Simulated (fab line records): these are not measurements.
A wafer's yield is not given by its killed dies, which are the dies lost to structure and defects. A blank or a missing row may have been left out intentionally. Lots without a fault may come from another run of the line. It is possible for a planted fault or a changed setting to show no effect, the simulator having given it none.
fab line records -- flow n5-finfet
record: lots: 10, wafers: 27, last-day: 19
route steps=1938 shown BEOL_M4@1045 PASSIVATION@1936
lots with no fault: from the same line, run without faults
start-h: hours from the record's first day to the start of the lot's first wafer shown -- wait-h: hours since the lot's step before -- " repeats the value in the row above -- L1.1+2: a row that stands for several wafers -- - either no value or no given start -- * or withheld: withheld -- < > ~ a bound
route shown NAME@n: a module of which the file shows steps, and the number in the route of the first -- usual: average and standard deviation across the fault-free wafers -- same: alike in all rows -- chamber/n: place in a boat -- sites: each site's reading -- _std_site: how widely they spread, as a standard deviation -- _edge_site: mean of outer sites minus mean of inner sites -- radius-mm: how far each site lies from the wafer's centre -- mask NAME#n: copy n -- behind: the most recent tool/chamber to have shaped the wafer -- hold: the reason the lot was held/the length of the hold in hours/how it ended -- device: whichever transistor did not switch (one of n, p or np) -- end of line: at the end of the route, the tests of the same wafers -- a step with no rows: only its recipe -- killed: count of dies lost to structure and defects at first sort (not the wafer's yield) -- map: dies across one wafer; x = killed, . = not, _ = none there
set.NAME: the setting that was run; set.NAME@STEP: the one run at that earlier step -- model.NAME: the simulator's own value behind a step, which no gauge read
a sample of lots followed through the steps of the route, with each step as a table and each wafer as a row
services: from which hour (start-h, from the record's first day; less than 0 if before it) a tool's chamber was out of use, for how many hours, and why
== steps ==
step: N5_BEOL_M4_STRIP_19
recipe: chemistry: O2, power-w: 400, temp-c: 40, pressure-mtorr: 30, rf-frequency-hz: 6e+07, bias-power-w: 0, overash-fraction: 0.2, o2-flow-sccm: 225
usual: chamber-pressure-mTorr: 29.996/0.029, drypump-motor-current-A: 5.6/0.51, oes-product-au: 0.78/0.091, rf-vpp-V: 3.6/0.5, showerhead-plenum-p-Torr: 2.11/0.061, throttle-valve-pct: 16.73/0.29
lot.wafer,tool,chamber,start-h,wait-h,chamber-pressure-mTorr,drypump-motor-current-A,oes-product-au,rf-hours-counter-h,rf-vpp-V,showerhead-plenum-p-Torr,throttle-valve-pct
L620.1,rie-diel-06,2,170.74,0.1,29.975,5.4,0.99,4,2.8,2.16,16.61
L620.5,rie-diel-06,0,170.74,0.1,29.973,5.3,0.75,-,4.1,2.14,16.74
L620.6,rie-diel-06,3,170.74,0.1,30.014,4.8,0.92,-,3.6,2.06,16.17
L621.2,rie-diel-05,3,189.55,0.1,30.043,5.6,0.69,238,2.6,2.17,16.83
L621.5,rie-diel-05,0,189.55,0.1,30.032,6.3,0.80,-,3.8,1.99,16.42
L621.6,rie-diel-05,3,189.55,0.1,29.950,5.6,0.70,-,3.8,2.17,16.85
L622.4,rie-diel-02,1,193.40,0.1,30.038,5.7,0.77,-,4.7,2.12,17.03
L622.5,rie-diel-02,2,193.40,0.1,29.934,5.1,0.69,-,4.0,2.17,16.86
L622.6,rie-diel-02,0,193.40,0.1,30.044,6.2,0.69,-,3.1,2.18,17.22
L625.1,rie-diel-02,0,194.24,0.2,29.959,6.2,0.68,226,3.3,2.18,17.21
L625.3,rie-diel-02,1,194.24,0.2,29.976,5.7,0.76,142,3.6,2.12,17.02
L625.4,rie-diel-02,0,194.24,0.2,30.008,6.1,0.69,-,3.7,2.18,17.23
L627.2,rie-diel-05,2,209.57,0.2,30.024,6.0,0.84,68,3.8,2.04,16.48
L627.3,rie-diel-05,1,209.57,0.2,29.974,4.9,0.70,197,3.4,2.08,16.54
L627.5,rie-diel-05,0,209.57,0.2,29.997,6.3,0.80,-,4.4,1.98,16.42
L628.2,rie-diel-06,0,236.35,0.1,29.974,5.3,0.74,193,3.0,2.14,16.76
L628.3,rie-diel-06,2,236.35,0.1,29.995,5.4,0.93,21,4.1,2.15,16.64
L628.6,rie-diel-06,3,236.35,0.1,29.966,4.8,0.88,-,3.0,2.05,16.20
L639.5,rie-diel-06,3,289.00,0.2,29.987,4.8,0.84,-,3.2,2.04,16.26
L639.6,rie-diel-06,0,289.00,0.2,29.984,5.3,0.71,-,4.4,2.13,16.81
L642.1,rie-diel-06,1,303.40,0.1,30.028,6.5,0.80,118,4.9,2.11,16.30
L642.3,rie-diel-06,3,303.40,0.1,29.997,4.8,0.84,79,3.8,2.04,16.26
L642.5,rie-diel-06,2,303.40,0.1,30.054,5.4,0.88,-,3.2,2.14,16.69
L641.1,rie-diel-02,2,311.55,0.1,30.022,5.1,0.66,247,3.7,2.16,16.94
L641.4,rie-diel-02,1,311.55,0.1,29.990,5.7,0.72,186,3.0,2.11,17.10
L643.4,rie-diel-05,2,331.71,0.1,29.975,5.9,0.79,-,4.0,2.03,16.56
L643.5,rie-diel-05,2,331.71,0.1,30.030,5.9,0.79,-,3.2,2.03,16.55
step: N5_BEOL_M4_COAT_22
recipe: resist: CAR-EUV, spin-rpm: 1500, resist-thk-nm: 30
usual: spin-speed-rpm: 1500.1/0.91
lot.wafer,tool,chamber,start-h,wait-h,spin-speed-rpm
L620.1,litho-track-02,0,170.85,-,1500.9
L620.5,litho-track-02,0,170.85,-,1500.0
L620.6,litho-track-02,0,170.85,-,1500.4
L621.2,litho-track-02,0,189.66,-,1499.5
L621.5,litho-track-02,0,189.66,-,1502.3
L621.6,litho-track-02,0,189.66,-,1499.1
L622.4,litho-track-03,0,193.49,-,1499.8
L622.5,litho-track-03,0,193.49,-,1501.1
L622.6,litho-track-03,0,193.49,-,1499.4
L625.1,litho-track-02,0,194.36,-,1500.3
L625.3,litho-track-02,0,194.36,-,1501.4
L625.4,litho-track-02,0,194.36,-,1499.9
L627.2,litho-track-02,0,209.68,-,1705.5
L627.3,litho-track-02,0,209.68,-,1704.2
L627.5,litho-track-02,0,209.68,-,1705.3
L628.2,litho-track-02,0,236.47,-,1706.3
L628.3,litho-track-02,0,236.47,-,1706.8
L628.6,litho-track-02,0,236.47,-,1704.7
L639.5,litho-track-03,0,289.09,-,1501.1
L639.6,litho-track-03,0,289.09,-,1499.5
L642.1,litho-track-02,0,303.51,-,1499.5
L642.3,litho-track-02,0,303.51,-,1500.1
L642.5,litho-track-02,0,303.51,-,1500.8
L641.1,litho-track-02,0,311.66,-,1499.8
L641.4,litho-track-02,0,311.66,-,1499.8
L643.4,litho-track-03,0,331.82,-,1499.5
L643.5,litho-track-03,0,331.82,-,1499.4
step: N5_BEOL_M4_OVL_MEAS_29
recipe: points-per-wafer: 522
usual: V3_OVL: -0.7/0.73
lot.wafer,tool,chamber,start-h,wait-h,V3_OVL[nm]
L620.1,overlay-02,0,171.16,0.0,-1.1
L620.5,overlay-02,0,171.16,0.0,-1.7
L620.6,overlay-02,0,171.16,0.0,-0.4
L621.2,overlay-01,0,190.10,0.0,-1.8
L621.5,overlay-01,0,190.10,0.0,0.2
L621.6,overlay-01,0,190.10,0.0,-0.3
L622.4,overlay-01,0,193.94,0.0,-0.4
L622.5,overlay-01,0,193.94,0.0,-0.4
L622.6,overlay-01,0,193.94,0.0,-0.8
L625.1,overlay-02,0,194.79,0.0,-1.2
L625.3,overlay-02,0,194.79,0.0,-1.6
L625.4,overlay-02,0,194.79,0.0,-0.7
L627.2,overlay-01,0,209.99,0.0,-1.8
L627.3,overlay-01,0,209.99,0.0,-0.8
L627.5,overlay-01,0,209.99,0.0,-0.4
L628.2,overlay-02,0,236.91,0.0,0.4
L628.3,overlay-02,0,236.91,0.0,0.1
L628.6,overlay-02,0,236.91,0.0,0.4
L639.5,overlay-02,0,289.55,0.0,-1.4
L639.6,overlay-02,0,289.55,0.0,-1.7
L642.1,overlay-02,0,303.94,0.0,-0.5
L642.3,overlay-02,0,303.94,0.0,-0.7
L642.5,overlay-02,0,303.94,0.0,-0.9
L641.1,overlay-02,0,312.09,0.0,0.5
L641.4,overlay-02,0,312.09,0.0,-0.3
L643.4,overlay-02,0,332.28,0.0,0.0
L643.5,overlay-02,0,332.28,0.0,-1.5
step: N5_BEOL_M4_ETCH_77
recipe: chemistry: N2/H2, target: underlayer, target-depth-a: 65, mask-material: CAR-EUV, time-s: 5.2, ion-energy-ev: 200, pressure-mtorr: 30, source-w: 840, bias-w: 150, n2-flow-sccm: 200, h2-flow-sccm: 200, ends: cleared
usual: chamber-pressure-mTorr: 30.00/0.041, drypump-motor-current-A: 5.5/0.55, etch-rf-on-time-s: 5.29/0.18, oes-product-au: 0.67/0.072, rf-vpp-V: 524.2/2.4, showerhead-plenum-p-Torr: 2.56/0.063, throttle-valve-pct: 17.8/0.33
lot.wafer,tool,chamber,start-h,wait-h,chamber-pressure-mTorr,drypump-motor-current-A,etch-rf-on-time-s,oes-product-au,rf-hours-counter-h,rf-vpp-V,showerhead-plenum-p-Torr,throttle-valve-pct
L620.1,rie-diel-05,0,171.28,0.0,29.99,6.3,5.20,0.68,115,521.8,2.42,17.5
L620.5,rie-diel-05,2,171.28,0.0,29.92,5.9,5.34,0.72,-,521.6,2.47,17.5
L620.6,rie-diel-05,1,171.28,0.0,30.04,4.9,5.63,0.59,-,522.9,2.54,17.7
L621.2,rie-diel-05,2,190.40,0.0,30.02,6.0,5.45,0.70,60,524.4,2.47,17.5
L621.5,rie-diel-05,2,190.40,0.0,29.98,5.9,5.36,0.70,-,522.3,2.47,17.5
L621.6,rie-diel-05,1,190.40,0.0,30.00,4.9,5.71,0.57,-,524.1,2.53,17.7
L622.4,rie-diel-02,2,194.32,0.0,30.00,5.1,5.11,0.61,-,525.3,2.65,18.3
L622.5,rie-diel-02,1,194.32,0.0,30.02,5.8,5.26,0.63,-,524.8,2.56,18.3
L622.6,rie-diel-02,0,194.32,0.0,30.05,6.2,5.44,0.58,-,525.7,2.62,18.2
L625.1,rie-diel-02,1,194.91,0.0,30.05,5.7,5.24,0.65,142,524.2,2.56,18.3
L625.3,rie-diel-02,2,194.91,0.0,30.03,5.1,5.11,0.60,202,527.4,2.65,18.3
L625.4,rie-diel-02,0,194.91,0.0,29.97,6.2,5.43,0.59,-,524.3,2.62,18.3
L627.2,rie-diel-06,2,210.12,0.0,30.09,5.4,5.00,0.80,13,523.3,2.59,17.6
L627.3,rie-diel-06,1,210.12,0.0,29.97,6.5,5.03,0.71,87,522.9,2.59,17.6
L627.5,rie-diel-06,2,210.12,0.0,29.99,5.4,5.01,0.80,-,523.7,2.59,17.6
L628.2,rie-diel-06,3,237.03,0.0,29.93,4.8,5.33,0.74,51,522.6,2.48,17.4
L628.3,rie-diel-06,2,237.03,0.0,29.90,5.4,4.98,0.79,21,526.9,2.58,17.6
L628.6,rie-diel-06,1,237.03,0.0,29.90,6.5,5.11,0.69,-,526.7,2.59,17.6
L639.5,rie-diel-02,1,289.79,0.0,30.02,5.8,5.29,0.61,-,522.5,2.54,18.3
L639.6,rie-diel-02,2,289.79,0.0,30.00,5.1,5.14,0.59,-,525.6,2.64,18.4
L642.1,rie-diel-02,1,304.07,0.0,30.06,5.7,5.24,0.62,184,522.1,2.54,18.3
L642.3,rie-diel-02,0,304.07,0.0,29.98,6.2,5.40,0.81,3,526.9,2.60,17.9
L642.5,rie-diel-02,1,304.07,0.0,30.00,5.8,5.32,0.62,-,523.3,2.54,18.3
L641.1,rie-diel-06,3,312.22,0.0,29.93,4.8,5.33,0.69,81,521.2,2.47,17.5
L641.4,rie-diel-06,0,312.22,0.0,30.09,5.3,5.35,0.59,221,525.6,2.61,18.1
L643.4,rie-diel-02,3,332.88,0.0,29.99,5.4,5.06,0.74,-,525.7,2.58,17.9
L643.5,rie-diel-02,0,332.88,0.0,29.97,6.2,5.41,0.77,-,525.3,2.60,18.0
step: N5_BEOL_M4_RC_MEAS_101
usual: DIBL_N: 36.5/2.2, DIBL_P: 36.9/2.9, IOFF_N: 0.17/0.044, IOFF_P: 0.22/0.052, ION_N: 671/16, ION_P: 461/10, SS_N: 71.6/0.73, SS_P: 73.5/0.79, VT_N: 250/4.1, VT_P: -250/4.1
lot.wafer,tool,chamber,start-h,wait-h,DIBL_N[mV/V],DIBL_P[mV/V],IOFF_N[nA/um],IOFF_P[nA/um],ION_N[uA/um],ION_P[uA/um],SS_N[mV/dec],SS_P[mV/dec],VT_N[mV],VT_P[mV]
L620.1,prober-01,0,178.63,0.0,34.2,34.7,0.12,0.16,667,455,70.9,72.1,253,-255
L620.5,prober-01,0,178.63,0.0,35.1,37.1,0.13,0.19,674,463,71.0,72.9,252,-254
L620.6,prober-01,0,178.63,0.0,32.4,30.0,0.09,0.10,647,440,70.4,71.1,260,-262
L621.2,prober-02,0,196.53,0.2,35.9,36.2,0.15,0.21,666,459,70.7,73.0,249,-249
L621.5,prober-02,0,196.53,0.2,36.7,36.3,0.15,0.20,656,453,71.3,73.7,250,-252
L621.6,prober-02,0,196.53,0.2,35.2,36.0,0.14,0.21,664,461,71.9,73.2,253,-248
L622.4,prober-01,0,203.46,0.5,34.2,34.5,0.11,0.18,655,451,71.1,72.1,258,-254
L622.5,prober-01,0,203.46,0.5,37.0,38.1,0.16,0.22,655,448,72.2,73.3,250,-252
L622.6,prober-01,0,203.46,0.5,35.7,37.1,0.13,0.21,668,463,71.2,72.9,252,-251
L625.1,prober-02,0,207.74,0.0,36.2,37.7,0.19,0.27,680,476,71.6,73.3,245,-245
L625.3,prober-02,0,207.74,0.0,35.3,36.1,0.17,0.24,671,462,70.7,73.0,249,-247
L625.4,prober-02,0,207.74,0.0,36.0,37.1,0.16,0.24,668,467,71.7,74.0,251,-249
L627.2,prober-01,0,219.46,0.2,37.2,36.5,0.16,0.25,671,462,71.9,73.6,252,-246
L627.3,prober-01,0,219.46,0.2,33.1,31.3,0.11,0.18,648,447,71.2,73.2,255,-248
L627.5,prober-01,0,219.46,0.2,36.8,36.6,0.16,0.24,660,462,71.2,73.8,250,-247
L628.2,prober-01,0,242.80,0.2,35.8,35.2,0.14,0.19,670,454,71.9,73.4,253,-253
L628.3,prober-01,0,242.80,0.2,37.1,38.6,0.16,0.24,652,453,72.5,73.8,248,-250
L628.6,prober-01,0,242.80,0.2,34.8,32.0,0.13,0.14,638,436,72.4,72.6,258,-258
L639.5,prober-02,0,297.47,0.6,34.6,34.3,0.13,0.16,652,445,71.5,72.7,253,-253
L639.6,prober-02,0,297.47,0.6,36.5,37.3,0.18,0.20,669,453,71.7,73.7,245,-250
L642.1,prober-01,0,317.82,0.0,35.3,35.5,0.14,0.18,666,461,70.9,73.1,250,-252
L642.3,prober-01,0,317.82,0.0,38.1,38.7,0.18,0.23,674,463,71.7,74.3,247,-249
L642.5,prober-01,0,317.82,0.0,37.8,39.4,0.17,0.25,668,461,71.4,74.4,248,-252
L641.1,prober-02,0,318.22,0.0,38.1,37.4,0.16,0.24,648,447,71.6,74.0,252,-250
L641.4,prober-02,0,318.22,0.0,36.0,34.1,0.12,0.16,654,448,71.5,72.8,256,-254
L643.4,prober-01,0,340.80,0.5,40.2,42.9,0.23,0.29,669,456,72.3,74.7,248,-247
L643.5,prober-01,0,340.80,0.5,42.3,44.0,0.28,0.33,702,471,73.4,75.0,242,-243
step: N5_PASSIVATION_PROBE_49
usual: defect-limited-yield: 91.3/1.4, killed_at_M0_to_M3: 36/10, killed_at_M4_up: 13/5.4, killed-at-contacts: 12/5.3, killed-at-front-end: 39/10, killed-at-other: 3.2/2.7, killed-dies: 103/16, killed-open: 68/13, killed-short: 33/6.6, sort_bin_4_leakage: 0.01/0.031, sort_bin_5_function: 5.1/0.92, sort_bin_6_memory: 3.3/0.68, sort_bin_8_speed: 0.1/0.41, sort-n-pass: 1077/17, sort-yield-pct: 91.2/1.4
same: gross-dies: 1180, killed-at-back-side: 0
lot.wafer,tool,chamber,start-h,wait-h,defect-limited-yield[%],killed_at_M0_to_M3,killed_at_M4_up,killed-at-contacts,killed-at-front-end,killed-at-other,killed-dies,killed-open,killed-short,sort_bin_4_leakage[%],sort_bin_5_function[%],sort_bin_6_memory[%],sort_bin_8_speed[%],sort-n-pass,sort-yield-pct[%]
L620.1,prober-01,-,290.89,0.0,91.8,37,6,23,31,0,97,63,33,0,4.7,3.2,0,1083,91.8
L620.5,prober-01,-,291.09,0.2,91.0,45,8,11,39,3,106,69,34,0,4.9,3.5,0,1074,91.0
L620.6,prober-01,-,291.14,0.3,91.4,51,8,11,31,1,102,67,34,0,5.9,2.4,0.2,1076,91.2
L622.4,prober-01,-,307.59,0.3,91.7,26,14,24,32,2,98,69,28,0,5.3,2.9,0,1082,91.7
L622.5,prober-01,-,307.64,0.4,91.4,37,22,9,33,0,101,63,35,0,4.9,3.5,0,1079,91.4
L622.6,prober-01,-,307.69,0.4,91.0,34,15,11,44,2,106,67,37,0,5.3,3.6,0,1074,91.0
L621.2,prober-02,-,307.79,0.1,91.9,34,21,10,29,2,96,66,30,0,4.2,3.5,0,1084,91.9
L621.5,prober-02,-,307.94,0.2,91.9,33,14,9,38,1,95,57,36,0,4.5,3.2,0,1085,91.9
L621.6,prober-02,-,307.99,0.3,92.1,29,15,12,28,9,93,56,35,0,5.1,2.7,0,1087,92.1
L625.1,prober-01,-,311.93,0.0,89.9,31,14,14,58,2,119,83,36,0,5.9,3.6,0,1061,89.9
L625.3,prober-01,-,312.03,0.1,90.6,27,15,14,54,1,111,74,35,0,6.0,3.2,0,1069,90.6
L625.4,prober-01,-,312.08,0.2,88.9,51,14,10,54,2,131,90,38,0,6.9,3.8,0,1049,88.9
L627.2,prober-01,-,333.57,0.1,92.5,26,15,12,36,0,89,55,34,0,4.8,2.5,0,1091,92.5
L627.3,prober-01,-,333.62,0.1,91.6,27,8,24,38,2,99,65,34,0,4.9,3.2,0.3,1078,91.4
L627.5,prober-01,-,333.72,0.2,90.7,35,11,20,42,2,110,74,36,0,5.5,3.4,0,1070,90.7
L628.2,prober-01,-,349.54,0.8,88.6,43,12,20,58,2,135,95,39,0,7.3,3.9,0,1045,88.6
L628.3,prober-01,-,349.59,0.9,90.8,31,11,5,56,6,109,64,42,0,5.4,3.6,0,1071,90.8
L628.6,prober-01,-,349.74,1.0,91.3,30,7,6,60,0,103,70,31,0,5.2,3.1,4.6,1023,86.7
L639.5,prober-02,-,412.34,0.2,90.8,30,10,16,48,4,108,70,38,0,5.0,3.6,0,1072,90.8
L639.6,prober-02,-,412.39,0.3,90.0,34,19,12,48,5,118,83,35,0,5.5,4.2,0,1062,90.0
L641.1,prober-01,-,430.72,0.0,92.5,36,6,5,37,4,88,52,36,0,4.1,2.9,0,1092,92.5
L641.4,prober-01,-,430.87,0.2,93.7,17,10,7,37,3,74,49,25,0,4.2,1.9,0.1,1105,93.6
L642.1,prober-01,-,432.40,0.0,90.7,44,10,16,36,4,110,76,33,0,5.1,4.0,0,1070,90.7
L642.3,prober-01,-,432.50,0.1,90.3,27,11,18,52,6,114,73,41,0,6.0,3.4,0,1066,90.3
L642.5,prober-01,-,432.60,0.2,88.6,35,15,11,68,5,134,97,37,0,7.3,3.7,0,1046,88.6
L643.4,prober-02,-,449.82,0.2,91.6,28,17,11,40,3,99,69,26,0,4.6,3.4,0.1,1081,91.6
L643.5,prober-02,-,449.87,0.2,94.2,28,3,11,23,4,69,39,24,0.25,3.3,2.4,0,1108,93.9
killed by level:class
L620.1 MOL_CONTACT_COAG:geometric-particle:open=19 BEOL_M0_SAQP:geometric-particle:open=9 GATE_CUT:geometric-particle:short=8 BEOL_M3:geometric-particle:open=7 BEOL_M0_SAQP:geometric-particle:short=6 FIN_SAQP:geometric-particle:open=5 FIN_SAQP:geometric-particle:short=5 BEOL_M2:geometric-particle:open=5
L620.5 FIN_SAQP:geometric-particle:open=13 MOL_CONTACT_COAG:geometric-particle:open=10 BEOL_M3:geometric-particle:open=9 BEOL_M0_SAQP:geometric-particle:open=8 BEOL_M0:geometric-particle:short=8 BEOL_M0_SAQP:geometric-particle:short=6 FIN_SAQP:geometric-particle:short=5 STI_FIN_REVEAL:geometric-particle:open=4
L620.6 MOL_CONTACT_COAG:geometric-particle:open=10 BEOL_M2:geometric-particle:open=10 BEOL_M0_SAQP:geometric-particle:short=8 STI_FIN_REVEAL:geometric-particle:open=7 BEOL_M0_SAQP:geometric-particle:open=7 BEOL_M3:geometric-particle:open=7 GATE_CUT:geometric-particle:short=6 BEOL_M0:geometric-particle:short=5
L622.4 MOL_CONTACT_COAG:geometric-particle:open=23 BEOL_M0_SAQP:geometric-particle:short=9 BEOL_M0_SAQP:geometric-particle:open=9 BEOL_M4:geometric-particle:open=6 FIN_SAQP:geometric-particle:short=5 STI_FIN_REVEAL:geometric-particle:open=5 GATE_CUT:geometric-particle:open=4 BEOL_M1:geometric-particle:open=4
L622.5 BEOL_M0_SAQP:geometric-particle:short=15 BEOL_M0_SAQP:geometric-particle:open=11 FIN_SAQP:geometric-particle:open=9 BEOL_M4:geometric-particle:open=9 MOL_CONTACT_COAG:geometric-particle:open=8 STI_FIN_REVEAL:geometric-particle:open=5 BEOL_M3:geometric-particle:open=5 STI_FIN_REVEAL:geometric-particle:short=4
L622.6 FIN_SAQP:geometric-particle:open=12 BEOL_M0_SAQP:geometric-particle:open=12 STI_FIN_REVEAL:geometric-particle:open=10 MOL_CONTACT_COAG:geometric-particle:open=8 BEOL_M0_SAQP:geometric-particle:short=6 STARTING-WAFER:geometric-particle:short=6 FIN_SAQP:geometric-particle:short=5 BEOL_M3:geometric-particle:open=5
L621.2 BEOL_M4:geometric-particle:open=15 MOL_CONTACT_COAG:geometric-particle:open=8 BEOL_M0:geometric-particle:open=7 BEOL_M0_SAQP:geometric-particle:short=5 BEOL_M0_SAQP:geometric-particle:open=5 BEOL_M2:geometric-particle:open=5 BEOL_M3:geometric-particle:open=5 FIN_SAQP:geometric-particle:open=4
L621.5 FIN_SAQP:geometric-particle:short=11 BEOL_M2:geometric-particle:open=9 STI_FIN_REVEAL:geometric-particle:open=8 MOL_CONTACT_COAG:geometric-particle:open=7 BEOL_M4:geometric-particle:open=7 BEOL_M0_SAQP:geometric-particle:short=5 BEOL_M0_SAQP:geometric-particle:open=5 BEOL_M1:geometric-particle:short=5
L621.6 MOL_CONTACT_COAG:geometric-particle:open=11 BEOL_M0_SAQP:geometric-particle:short=8 DUMMY_GATE:geometric-particle:open=7 BEOL_M2:geometric-particle:open=7 BEOL_M1:geometric-particle:open=6 FIN_SAQP:geometric-particle:open=4 GATE_CUT:geometric-particle:short=4 PAD_METAL:geometric-particle:short=4
L625.1 FIN_SAQP:geometric-particle:open=18 BEOL_M3:geometric-particle:open=12 STI_FIN_REVEAL:geometric-particle:open=11 MOL_CONTACT_COAG:geometric-particle:open=11 FIN_SAQP:geometric-particle:short=8 BEOL_M4:geometric-particle:open=7 GATE_CUT:geometric-particle:short=4 BEOL_M3:geometric-particle:short=4
L625.3 STI_FIN_REVEAL:geometric-particle:open=18 MOL_CONTACT_COAG:geometric-particle:open=13 FIN_SAQP:geometric-particle:short=12 BEOL_M3:geometric-particle:open=9 FIN_SAQP:geometric-particle:open=8 BEOL_M4:geometric-particle:open=7 BEOL_M0_SAQP:geometric-particle:short=4 BEOL_M2:geometric-particle:open=4
L625.4 STI_FIN_REVEAL:geometric-particle:open=22 BEOL_M0_SAQP:geometric-particle:short=14 BEOL_M3:geometric-particle:open=13 BEOL_M0_SAQP:geometric-particle:open=10 FIN_SAQP:geometric-particle:open=7 BEOL_M4:geometric-particle:open=6 MOL_CONTACT_COAG:geometric-particle:open=6 BEOL_M1:geometric-particle:open=6
L627.2 BEOL_M4:geometric-particle:open=12 BEOL_M0_SAQP:geometric-particle:short=12 DUMMY_GATE:geometric-particle:open=8 MOL_CONTACT_COAG:geometric-particle:open=8 BEOL_M0_SAQP:geometric-particle:open=6 FIN_SAQP:geometric-particle:short=5 FIN_SAQP:geometric-particle:open=5 ILD0:geometric-particle:short=5
L627.3 MOL_CONTACT_COAG:geometric-particle:open=19 STI_FIN_REVEAL:geometric-particle:open=9 BEOL_M0_SAQP:geometric-particle:short=6 BEOL_M0_SAQP:geometric-particle:open=6 FIN_SAQP:geometric-particle:short=5 MOL_CONTACT_COAG:geometric-particle:short=5 BEOL_M3:geometric-particle:open=5 DUMMY_GATE:geometric-particle:short=4
L627.5 MOL_CONTACT_COAG:geometric-particle:open=13 FIN_SAQP:geometric-particle:open=10 BEOL_M0_SAQP:geometric-particle:short=10 BEOL_M4:geometric-particle:open=8 BEOL_M2:geometric-particle:open=8 MOL_CONTACT_COAG:geometric-particle:short=7 BEOL_M0_SAQP:geometric-particle:open=7 BEOL_M3:geometric-particle:open=7
L628.2 FIN_SAQP:geometric-particle:open=17 MOL_CONTACT_COAG:geometric-particle:open=16 BEOL_M2:geometric-particle:open=13 STI_FIN_REVEAL:geometric-particle:open=9 BEOL_M3:geometric-particle:open=9 FIN_SAQP:geometric-particle:short=6 BEOL_M4:geometric-particle:open=6 DUMMY_GATE:geometric-particle:open=4
L628.3 FIN_SAQP:geometric-particle:open=10 GATE_CUT:geometric-particle:short=8 ILD0:geometric-particle:open=8 BEOL_M2:geometric-particle:open=7 FIN_SAQP:geometric-particle:short=6 BEOL_M1:geometric-particle:open=6 STI_FIN_REVEAL:geometric-particle:open=5 BEOL_M0_SAQP:geometric-particle:short=5
L628.6 FIN_SAQP:geometric-particle:open=25 FIN_SAQP:geometric-particle:short=10 MOL_CONTACT_COAG:geometric-particle:open=6 BEOL_M3:geometric-particle:open=6 BEOL_M0_SAQP:geometric-particle:short=5 BEOL_M1:geometric-particle:open=5 BEOL_M2:geometric-particle:open=5 BEOL_M0_SAQP:geometric-particle:open=4
L639.5 STI_FIN_REVEAL:geometric-particle:open=14 MOL_CONTACT_COAG:geometric-particle:open=14 BEOL_M1:geometric-particle:open=8 FIN_SAQP:geometric-particle:short=7 FIN_SAQP:geometric-particle:open=6 BEOL_M0_SAQP:geometric-particle:short=6 BEOL_M0_SAQP:geometric-particle:open=5 ILD0:geometric-particle:short=4
L639.6 STI_FIN_REVEAL:geometric-particle:open=14 FIN_SAQP:geometric-particle:short=12 MOL_CONTACT_COAG:geometric-particle:open=12 FIN_SAQP:geometric-particle:open=11 BEOL_M4:geometric-particle:open=11 BEOL_M0_SAQP:geometric-particle:open=7 BEOL_M1:geometric-particle:open=7 BEOL_M0_SAQP:geometric-particle:short=5
L641.1 BEOL_M0_SAQP:geometric-particle:short=13 FIN_SAQP:geometric-particle:open=11 BEOL_M0_SAQP:geometric-particle:open=10 ILD0:geometric-particle:short=7 BEOL_M1:geometric-particle:open=7 FIN_SAQP:geometric-particle:short=4 DUMMY_GATE:geometric-particle:open=4 ILD0:geometric-particle:open=4
L641.4 FIN_SAQP:geometric-particle:open=8 ILD0:geometric-particle:open=6 STARTING-WAFER:geometric-particle:open=6 BEOL_M0_SAQP:geometric-particle:short=5 MOL_CONTACT_COAG:geometric-particle:open=5 BEOL_M2:geometric-particle:open=5 ILD0:geometric-particle:short=4 STI_FIN_REVEAL:geometric-particle:open=3
L642.1 STI_FIN_REVEAL:geometric-particle:open=15 MOL_CONTACT_COAG:geometric-particle:open=12 BEOL_M2:geometric-particle:open=11 BEOL_M0_SAQP:geometric-particle:open=8 BEOL_M1:geometric-particle:open=7 BEOL_M0_SAQP:geometric-particle:short=5 MOL_CONTACT_COAG:geometric-particle:short=4 BEOL_M3:geometric-particle:open=4
L642.3 STI_FIN_REVEAL:geometric-particle:open=16 MOL_CONTACT_COAG:geometric-particle:open=13 FIN_SAQP:geometric-particle:open=6 BEOL_M1:geometric-particle:open=6 BEOL_M2:geometric-particle:open=6 BEOL_M3:geometric-particle:open=6 FIN_SAQP:geometric-particle:short=5 GATE_CUT:geometric-particle:short=5
L642.5 STI_FIN_REVEAL:geometric-particle:open=29 BEOL_M3:geometric-particle:open=12 BEOL_M1:geometric-particle:open=9 STI_FIN_REVEAL:geometric-particle:short=8 MOL_CONTACT_COAG:geometric-particle:open=8 FIN_SAQP:geometric-particle:open=6 BEOL_M2:geometric-particle:open=5 BEOL_M4:geometric-particle:open=4
L643.4 STI_FIN_REVEAL:geometric-particle:open=15 MOL_CONTACT_COAG:geometric-particle:open=11 BEOL_M0_SAQP:geometric-particle:short=7 FIN_SAQP:geometric-particle:open=6 BEOL_M0_SAQP:geometric-particle:open=6 BEOL_M3:geometric-particle:open=6 GATE_CUT:geometric-particle:short=4 BEOL_M5:geometric-particle:open=4
L643.5 MOL_CONTACT_COAG:geometric-particle:open=7 GATE_CUT:geometric-particle:short=6 STI_FIN_REVEAL:geometric-particle:open=5 BEOL_M0_SAQP:geometric-particle:short=5 BEOL_M0_SAQP:geometric-particle:open=4 BEOL_M1:geometric-particle:open=4 BEOL_M3:geometric-particle:short=4 BEOL_M3:geometric-particle:open=4
== services ==
tool,chamber,start-h,hours,kind
rie-diel-06,1,173.12,2.4,repair
rie-diel-06,0,174.16,8.3,repair
rie-diel-02,3,177.94,-,clean
rie-diel-02,3,177.94,-,consumable-replace:focus-ring
rie-diel-02,3,177.94,17.6,scheduled-down
rie-diel-02,3,177.94,17.6,vent-cycle
rie-diel-05,3,211.18,8.2,repair
rie-diel-05,3,228.10,-,clean
rie-diel-05,3,228.10,-,consumable-replace:esc
rie-diel-05,3,228.10,-,consumable-replace:focus-ring
rie-diel-05,3,228.10,26.0,scheduled-down
rie-diel-05,1,231.51,7.3,repair
rie-diel-02,0,271.52,9.9,repair
rie-diel-02,0,281.47,-,clean
rie-diel-02,0,281.47,-,consumable-replace:focus-ring
rie-diel-02,0,281.47,15.5,scheduled-down
rie-diel-02,0,281.47,15.5,vent-cycle
rie-diel-02,3,287.60,16.7,repair
litho-track-02,-,300.54,-,consumable-replace:filter
litho-track-02,-,315.92,-,consumable-replace:filter
rie-diel-02,2,321.25,-,clean
rie-diel-02,2,321.25,-,consumable-replace:focus-ring
rie-diel-02,2,321.25,26.4,scheduled-down
rie-diel-02,2,321.25,26.4,vent-cycle
== key ==
first-sign: step: N5_BEOL_M4_COAT_22, reading: spin-speed-rpm, direction: up, sigmas: 99+, usual: *, struck: *
effect none on later readings
met-at N5_BEOL_M4_COAT_22
struck-lots L627,L628
not-acting-at N5_BEOL_M4_STRIP_19,N5_BEOL_M4_OVL_MEAS_29,N5_BEOL_M4_ETCH_77
onset-between 194.36 209.68
fault: kind: process-parameter-drift, tool: litho-track-02, chamber: -, onset-h: 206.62, steps: N5_BEOL_M4_COAT_22, channel: spin-rpm, offset: *, shape: step, end-h: 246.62, acts-in: *, stated: *
